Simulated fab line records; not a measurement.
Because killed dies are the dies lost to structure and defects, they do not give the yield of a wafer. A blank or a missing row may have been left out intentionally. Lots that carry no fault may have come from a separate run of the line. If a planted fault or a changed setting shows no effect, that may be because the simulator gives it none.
Comparing a struck lot with a sound one    flow nandHarc    14 out of 1159 route steps
Sound: the wafers L328.1, L328.3, L328.4. The struck wafers were L331.4, L331.5, L331.6. Last of all comes the cause.
Each step with rows lists, per side, the tool, then ch with its chambers, then its first start. Under that, the readings that differ: sound wafers    struck wafers    difference of the means    sigmas: that difference in standard deviations of wafers without a fault.
alike: a reading whose means differ by less than 2 such deviations, as well as words and numbers matching on both sides. not compared: withheld readings; readings where some wafer has no value; bounds like >300 that might hide an equal value; numbers whose values overlap and for which the record gives no deviation.
A row with sigmas, a row that says differs or no value, or rows on one side alone: a step with any of these is where the two part. Numbers that don't overlap but have no deviation are shown without sigmas and don't part them. Lack of a reading on every wafer of one side parts them only where that side has two or more wafers.

NHARC_A_M1_PRE_CLEAN_32: time 12 s.
  sound on pecvd-02 ch 0,1,2, day 18 13:44; struck on pecvd-04 ch 0,1,2, day 20 02:34
  alike: heaterPowerW
NHARC_A_M1_DEP_33: deposits SiCN, target thk 30 nm.
  sound on pecvd-02 ch 0,1,2, day 18 13:49; struck on pecvd-04 ch 0,1,2, day 20 02:44
  alike: chamberPressureTorr, heaterPowerW
NHARC_A_BONDPAD_DEP_00: deposits SiCN, target thk 250 nm.
  sound on pecvd-04 ch 0,2, day 18 14:23; struck on pecvd-04 ch 0,1,2
  alike: chamberPressureTorr, heaterPowerW
NHARC_A_BONDPAD_CMP_29: polishes SiCN, target thk 200 nm.
  sound on cmp-03 ch 0,2,3, day 18 14:47; struck on cmp-03 ch 1,2, day 20 03:34
  alike: motorCurrentA
NHARC_A_BONDPAD_THK_MEAS_30: measures by ellipsometry.
  sound on filmMetro-02, day 18 15:02; struck on filmMetro-01, day 20 03:49
  alike: thkNm
then, 7 steps without rows for these wafers: NHARC_A_BONDPAD_SRD_31; NHARC_A_BONDPAD_DEHYDRATE_01 (time 120 s); NHARC_A_BONDPAD_HMDS_02 (time 30 s); NHARC_A_BONDPAD_COAT_33 (time 65 s); NHARC_A_BONDPAD_COAT_03 (resist thk 600 nm); NHARC_A_BONDPAD_SOFTBAKE_04 (time 70 s); NHARC_A_BONDPAD_EBR_05.
NHARC_A_BONDPAD_EXPOSE_06: exposes mask A BPAD.
  sound on krfScanner-01 ch 0, day 18 15:19; struck on krfScanner-01, day 20 04:16
  no value came back on the struck wafers for exposureDoseMJCm2, focusOffsetNm (nm); on the sound wafers exposureDoseMJCm2 reads 37.03 37.00 37.00
  alike: mask
then, 1 step without rows for these wafers: NHARC_A_BONDPAD_PEB_07 (peb time 80 s).

## WHERE THEY PART
At NHARC_A_BONDPAD_EXPOSE_06 and nowhere else, as far as this record goes.

WHY: the cause the simulator had injected
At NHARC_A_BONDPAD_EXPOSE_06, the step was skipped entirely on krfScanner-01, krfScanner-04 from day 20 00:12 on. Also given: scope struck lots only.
